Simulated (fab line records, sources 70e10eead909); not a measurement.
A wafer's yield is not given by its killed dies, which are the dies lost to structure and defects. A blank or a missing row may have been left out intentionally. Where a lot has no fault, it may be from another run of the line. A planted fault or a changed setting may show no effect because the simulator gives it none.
Which tool was responsible? :: flow nand_harc :: 12 lots, 36 wafers sampled, at 5 steps of a route of 1302

## WHAT THE GAUGES SHOWED, per wafer
NHARC_A_M0_CD_MEAS_16.
lot: L076
measured: day 22 09:51
on: cd_sem-03
cd_nm (nm): 80.2 80.6 80.2

lot: L074
measured: day 22 12:41
on: cd_sem-02
cd_nm (nm): 80.4 80.6 79.8

lot: L080
measured: day 23 21:16
on: cd_sem-03
cd_nm (nm): 79.7 79.1 79.9

lot: L081
measured: day 25 06:10
on: cd_sem-03
cd_nm (nm): 80.2 80.1 79.8

lot: L083
measured: day 25 21:58
on: cd_sem-01
cd_nm (nm): 80.2 80.0 80.3

lot: L085
measured: day 26 02:48
on: cd_sem-03
cd_nm (nm): 80.5 80.2 80.1

lot: L087
measured: day 26 17:08
on: cd_sem-02
cd_nm (nm): 79.2 80.0 80.4

lot: L089
measured: day 27 20:10
on: cd_sem-02
cd_nm (nm): 78.9 78.6 78.7

lot: L091
measured: day 28 08:09
on: cd_sem-03
cd_nm (nm): 79.7 79.9 79.3

lot: L092
measured: day 29 00:16
on: cd_sem-02
cd_nm (nm): 80.5 80.8 80.6

lot: L094
measured: day 30 06:31
on: cd_sem-01
cd_nm (nm): 79.8 80.6 79.9

lot: L096
measured: day 31 12:12
on: cd_sem-02
cd_nm (nm): 80.8 80.0 80.7

## WHICH TOOL RAN EACH LOT (tool, then ch and the chambers of the sampled wafers, then the start)
lot: L076
NHARC_A_CONTACT_ETCH_135: har_cap_etch-01 ch 0,1, day 22 00:22
NHARC_A_CONTACT_ALD_18: ald_metal-02 ch 0,1, day 22 03:25
NHARC_A_BLC_ALD_23: ald_metal-04 ch 1,3, day 22 07:24
NHARC_A_BLC_CVD_24: cvd_w-02 ch 0,1, day 22 09:51 or earlier

lot: L074
NHARC_A_CONTACT_ETCH_135: har_cap_etch-02 ch 0,1, day 22 03:38
NHARC_A_CONTACT_ALD_18: ald_metal-03 ch 0,1, day 22 06:21
NHARC_A_BLC_ALD_23: ald_metal-04 ch 1,3, day 22 10:16
NHARC_A_BLC_CVD_24: cvd_w-02 ch 0,1, day 22 12:41 or earlier

lot: L080
NHARC_A_CONTACT_ETCH_135: har_cap_etch-01 ch 0,1, day 23 11:32
NHARC_A_CONTACT_ALD_18: ald_metal-01 ch 0,1,3, day 23 14:41
NHARC_A_BLC_ALD_23: ald_metal-01 ch 0,1,3, day 23 18:45
NHARC_A_BLC_CVD_24: cvd_w-02 ch 0,1, day 23 21:16 or earlier

lot: L081
NHARC_A_CONTACT_ETCH_135: har_cap_etch-01 ch 0,1, day 24 20:43
NHARC_A_CONTACT_ALD_18: ald_metal-03 ch 0,2, day 24 23:34
NHARC_A_BLC_ALD_23: ald_metal-01 ch 1,3, day 25 03:40
NHARC_A_BLC_CVD_24: cvd_w-02 ch 0,1, day 25 06:10 or earlier

lot: L083
NHARC_A_CONTACT_ETCH_135: har_cap_etch-02 ch 0,1, day 25 12:29
NHARC_A_CONTACT_ALD_18: ald_metal-01 ch 0,1,3, day 25 15:19
NHARC_A_BLC_ALD_23: ald_metal-01 ch 0,3, day 25 19:22
NHARC_A_BLC_CVD_24: cvd_w-01 ch 0,1, day 25 21:58 or earlier

lot: L085
NHARC_A_CONTACT_ETCH_135: har_cap_etch-02 ch 1, day 25 17:20
NHARC_A_CONTACT_ALD_18: ald_metal-01 ch 0,1, day 25 20:14
NHARC_A_BLC_ALD_23: ald_metal-03 ch 2,3, day 26 00:17
NHARC_A_BLC_CVD_24: cvd_w-02 ch 0, day 26 02:48 or earlier

lot: L087
NHARC_A_CONTACT_ETCH_135: har_cap_etch-03 ch 0,1, day 26 06:35
NHARC_A_CONTACT_ALD_18: ald_metal-02 ch 1,2,3, day 26 09:27
NHARC_A_BLC_ALD_23: ald_metal-01 ch 0,2,3, day 26 14:08
NHARC_A_BLC_CVD_24: cvd_w-01 ch 0, day 26 17:08 or earlier

lot: L089
NHARC_A_CONTACT_ETCH_135: har_cap_etch-03 ch 0,1, day 27 10:34
NHARC_A_CONTACT_ALD_18: ald_metal-01 ch 1,3, day 27 13:38
NHARC_A_BLC_ALD_23: ald_metal-04 ch 2,3, day 27 17:38
NHARC_A_BLC_CVD_24: cvd_w-01 ch 0,1, day 27 20:10 or earlier

lot: L091
NHARC_A_CONTACT_ETCH_135: har_cap_etch-02 ch 0,1, day 27 22:02
NHARC_A_CONTACT_ALD_18: ald_metal-01 ch 0,3, day 28 00:47
NHARC_A_BLC_ALD_23: ald_metal-04 ch 0,3, day 28 05:13
NHARC_A_BLC_CVD_24: cvd_w-02 ch 0,1, day 28 08:09 or earlier

lot: L092
NHARC_A_CONTACT_ETCH_135: har_cap_etch-03 ch 0,1, day 28 14:54
NHARC_A_CONTACT_ALD_18: ald_metal-01 ch 0,1,3, day 28 17:43
NHARC_A_BLC_ALD_23: ald_metal-01 ch 1,2,3, day 28 21:47
NHARC_A_BLC_CVD_24: cvd_w-02 ch 0,1, day 29 00:16 or earlier

lot: L094
NHARC_A_CONTACT_ETCH_135: har_cap_etch-03 ch 0,1, day 29 21:09
NHARC_A_CONTACT_ALD_18: ald_metal-03 ch 0,1,2, day 29 23:56
NHARC_A_BLC_ALD_23: ald_metal-01 ch 0,1, day 30 03:56
NHARC_A_BLC_CVD_24: cvd_w-02 ch 0,1, day 30 06:31 or earlier

lot: L096
NHARC_A_CONTACT_ETCH_135: har_cap_etch-02 ch 0,1, day 31 02:47
NHARC_A_CONTACT_ALD_18: ald_metal-02 ch 0,2,3, day 31 05:35
NHARC_A_BLC_ALD_23: ald_metal-04 ch 0,1,3, day 31 09:37
NHARC_A_BLC_CVD_24: cvd_w-02 ch 0,1, day 31 12:12 or earlier
- NHARC_A_CONTACT_ETCH_135: etches the open film in C4F8/O2/Ar, time 311 s, target depth 1912 nm.
- NHARC_A_CONTACT_ALD_18: deposits TiN, target thk 3 nm, pulse time 1 s, ald cycles 150.
- NHARC_A_BLC_ALD_23: deposits TiN, target thk 3 nm, pulse time 1 s, ald cycles 150.
- NHARC_A_BLC_CVD_24: deposits W, target thk 150 nm, time 434 s.

## THE ANSWER, worked out from the rows above alone
Rule: the lots themselves supply what counts as usual. The widest of any qualifying gaps counts: lots, ordered by their means at a reading, are off when they make up no more than a third of the lots, leave a main group of 4 or more, and stand apart from it by 3 or more times the standard deviation of that group's means. A main group whose means are all the same, to the digits that the tables above print for the reading, isn't used. A lot without any number at a reading at which 4 lots or more have one is off too. All remaining lots with rows at the step are treated as sound.
No lot is off at any reading shown: from this, nothing can be told.

## WHAT THE SIMULATOR HAD INSERTED
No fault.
